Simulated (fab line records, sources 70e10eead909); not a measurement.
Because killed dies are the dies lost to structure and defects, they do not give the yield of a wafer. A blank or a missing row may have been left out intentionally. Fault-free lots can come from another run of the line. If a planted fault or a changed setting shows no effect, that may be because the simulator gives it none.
Chamber matching :: flow nand_harc :: NHARC_A_CHANNEL_FILL_D2_STRIP_28 on rie_diel-10: 4 sister chambers
The step strips in O2, time 20 s. 8 wafers are shown with their chamber, then 8 later ones without.

## WAFERS WITH THEIR CHAMBER
wafer: L081.2
chamber: 0
drypump_motor_current_A (A): 6.1
oes_product_au (a.u.): 1.004

wafer: L084.6
chamber: 3
drypump_motor_current_A (A): 5.1
oes_product_au (a.u.): 1.008

wafer: L086.4
chamber: 3
drypump_motor_current_A (A): 5.1
oes_product_au (a.u.): 1.004

wafer: L086.6
chamber: 1
drypump_motor_current_A (A): 5.1
oes_product_au (a.u.): 1.000

wafer: L087.2
chamber: 1
drypump_motor_current_A (A): 5.1
oes_product_au (a.u.): 0.994

wafer: L087.3
chamber: 2
drypump_motor_current_A (A): 6.1
oes_product_au (a.u.): 0.995

wafer: L087.5
chamber: 0
drypump_motor_current_A (A): 6.2
oes_product_au (a.u.): 0.998

wafer: L089.2
chamber: 2
drypump_motor_current_A (A): 6.1
oes_product_au (a.u.): 0.996

## WAFERS WHOSE CHAMBER IS MISSING
wafer: L089.3
drypump_motor_current_A (A): 6.1
oes_product_au (a.u.): 1.010

wafer: L089.4
drypump_motor_current_A (A): 5.2
oes_product_au (a.u.): 0.998

wafer: L094.1
drypump_motor_current_A (A): 5.1
oes_product_au (a.u.): 0.992

wafer: L094.2
drypump_motor_current_A (A): 5.1
oes_product_au (a.u.): 1.001

wafer: L094.4
drypump_motor_current_A (A): 6.1
oes_product_au (a.u.): 0.990

wafer: L096.2
drypump_motor_current_A (A): 5.2
oes_product_au (a.u.): 0.979

wafer: L096.5
drypump_motor_current_A (A): 5.1
oes_product_au (a.u.): 0.994

wafer: L096.6
drypump_motor_current_A (A): 6.2
oes_product_au (a.u.): 0.988

## CHAMBER TAKEN BY EACH
wafer: L089.3
from the rows above: can't be placed: 0 or 2
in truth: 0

wafer: L089.4
from the rows above: can't be placed: 1 or 3
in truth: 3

wafer: L094.1
from the rows above: 1
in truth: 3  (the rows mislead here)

wafer: L094.2
from the rows above: can't be placed: 1 or 3
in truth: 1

wafer: L094.4
from the rows above: can't be placed: 2 or 0
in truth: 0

wafer: L096.2
from the rows above: 1
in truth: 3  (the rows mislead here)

wafer: L096.5
from the rows above: 1
in truth: 1

wafer: L096.6
from the rows above: can't be placed: 2 or 0
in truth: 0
Correct placement for 1 of the 8. Unplaceable from these rows: 5, with the true chamber sitting among the candidates in 5. Placed wrongly: 2.
How it was worked out, from the rows above alone: a wafer's distance from a chamber is the root of the sum, over the readings, of the square of ((its reading less the chamber's mean) divided by the reading's scatter). The wafer belongs to the nearest chamber; if the next one is less than 2 further off, it can't be placed. For every chamber, the mean is computed from those of its wafers that are shown. The scatter is the square root of a quotient: the sum, over the shown wafers, of each reading's squared deviation from its chamber's mean, divided by wafers minus chambers.
